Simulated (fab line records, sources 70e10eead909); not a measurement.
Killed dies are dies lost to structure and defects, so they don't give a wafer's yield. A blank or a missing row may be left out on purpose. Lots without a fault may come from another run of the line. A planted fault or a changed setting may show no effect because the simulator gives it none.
A struck lot beside a sound one | flow nand_harc | 17 steps out of a route of 1302
Sound: wafers L950.3, L950.4, L950.5. Struck: wafers L963.1, L963.3. (L963.2 of the same lot was not struck and is left out.) The cause comes at the end.
At each step with rows: each side's tool, then ch and its chambers, then its first start. Under that, the readings that differ: sound wafers | struck wafers | difference of the means | sigmas: that difference in standard deviations of wafers without a fault.
alike: readings whose means differ by less than 2 such deviations, and words and numbers that are the same on both sides. not compared: withheld readings, readings that some wafer has no value for, bounds like >300 that may hide the same value, and numbers for which the record gives no deviation and whose values overlap.
The two part at a step that has a row with sigmas, a row that says differs or no value, or rows on one side only. Numbers that don't overlap but have no deviation are shown without sigmas and don't part them. A reading that every wafer of one side lacks parts them only if that side has two wafers or more.

NHARC_P_M1_INSPECT_11:
  sound on defect_inspect-02, day 8 03:50; struck on defect_inspect-02, day 13 17:10
  reading          | sound | struck | difference | sigmas
  raw_defect_count | 1 3 3 | 10 8   | +7         | +3
then, 3 steps without rows for these wafers: NHARC_P_M1_DESCUM_14 (chemistry O2, time 3 s); NHARC_P_M1_ETCH_35 (etches the open film in N2/H2, target depth 40 nm, overetch 12 nm, time 43.94 s); NHARC_P_M1_ETCH_15 (etches the open film in C4F8/Ar, target depth 182.5 nm, time 91.2 s).
NHARC_P_M1_CD_MEAS_16:
  sound on cd_sem-03, day 8 04:12; struck on cd_sem-03, day 13 17:32
  alike: cd_nm
NHARC_P_M1_STRIP_18: strips in N2/H2.
  sound on rie_diel-07 ch 0,2,3, day 8 04:16; struck on rie_diel-03 ch 2,3, day 13 17:37
  alike: drypump_motor_current_A, oes_product_au, rf_vpp_V, showerhead_plenum_p_Torr, throttle_valve_pct
  not compared: rf_hours_counter_h
then, 2 steps without rows for these wafers: NHARC_P_M1_ETCH_28 (etches the open film in CF4/N2, target depth 30 nm, time 72.99 s); NHARC_P_M1_STRIP_19 (strips in post etch residue remover, time 600 s).
NHARC_P_M1_DEGAS_29: time 60 s.
  sound on pvd_sputter-01, day 8 04:54; struck on pvd_sputter-02, day 13 18:16
  alike: heater_power_w
NHARC_P_M1_PRE_CLEAN_30: time 30 s.
  sound on pvd_sputter-01; struck on pvd_sputter-02
  alike: heater_power_w
then, 1 step without rows for these wafers: NHARC_P_M1_PVD_20 (deposits TaN, target thk 5 nm, time 8.06 s).
NHARC_P_M1_PVD_21: deposits Cu, target thk 30 nm, time 20.49 s.
  sound on pvd_sputter-01; struck on pvd_sputter-02
  alike: throttle_valve_pct
NHARC_P_M1_ECD_22: material Cu, target thk 400 nm.
  sound on ecd_cu-01 ch 0,1, day 8 05:23; struck on ecd_cu-01 ch 1, day 13 18:38
  alike: bath_heat_duty_pct, bath_temp_c
NHARC_P_M1_ANNEAL_31: time 90 s.
  sound on rtp_anneal-01 ch 0, day 8 05:46; struck on rtp_anneal-02 ch 0, day 13 19:00
  alike: anneal_temp_c, wafer_temp_C_max
NHARC_P_M1_CMP_23: polishes, t overpolish 20 s, target thk 157.82 nm.
  sound on cmp-02 ch 2,3, day 8 06:02; struck on cmp-02 ch 0,3, day 13 19:20
  reading                | sound    | struck | difference | sigmas
  time_to_endpoint_s (s) | 27 25 24 | 5 3    | -21        | -6
  alike: motor_current_A
NHARC_P_M1_THK_MEAS_24: measures by xrf.
  sound on film_metro-02, day 8 06:20; struck on film_metro-01, day 13 19:40
  reading     | sound             | struck      | difference | sigmas
  thk_nm (nm) | 156.2 155.1 155.9 | 112.3 115.0 | -42.1      | -25
then, 1 step without rows for these wafers: NHARC_P_M1_SRD_25.

WHERE THEY PART
First at NHARC_P_M1_INSPECT_11; last, within this record, at NHARC_P_M1_THK_MEAS_24.

WHY: what the simulator had put in
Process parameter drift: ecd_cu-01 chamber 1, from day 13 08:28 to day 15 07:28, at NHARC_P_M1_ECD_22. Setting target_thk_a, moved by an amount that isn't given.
